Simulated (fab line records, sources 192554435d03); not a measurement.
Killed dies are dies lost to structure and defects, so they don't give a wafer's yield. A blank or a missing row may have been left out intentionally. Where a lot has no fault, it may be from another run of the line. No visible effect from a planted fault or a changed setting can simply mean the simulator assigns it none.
Matching of chambers    flow n5_finfet    rie_diel-05 running N5_BEOL_M2_ETCH_69: 4 sister chambers
The step etches SiARC in CF4, target depth 15.6 nm, time 26 s. 4 wafers are shown with their chamber, then 8 later ones without.

## EACH WAFER AND ITS CHAMBER
wafer   chamber  showerhead_plenum_p_Torr (Torr)
L079.6  1        2.25
L081.2  0        2.10
L081.4  2        2.22
L085.2  3        2.10

## WAFERS WITHOUT THEIR CHAMBER
wafer   showerhead_plenum_p_Torr (Torr)
L085.4  2.22
L085.5  2.10
L086.3  2.10
L086.4  2.22
L086.5  2.10
L092.1  2.09
L092.4  2.24
L092.5  2.24

## CHAMBER TAKEN BY EACH
wafer   from the rows above      in truth
L085.4  2                        2
L085.5  can't be placed: 0 or 3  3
L086.3  can't be placed: 0 or 3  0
L086.4  2                        2
L086.5  can't be placed: 0 or 3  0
L092.1  can't be placed: 0 or 3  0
L092.4  can't be placed: 1 or 2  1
L092.5  can't be placed: 1 or 2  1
2 of 8 placed correctly. Can't be placed from these rows: 6 (the true chamber is among the candidates in 6). Wrongly placed: 0.
How it was worked out, from the rows above alone: a wafer's distance from a chamber is the root of the sum, over the readings, of the square of ((its reading less the chamber's mean) divided by the reading's scatter). The wafer belongs to the nearest chamber; if the next one is less than 2 further off, it can't be placed. The mean given for a chamber averages the wafers shown for that chamber. The scatter (one wafer shown for each chamber): square how far every hidden wafer sits from the nearest shown wafer, average those squares and take the square root.
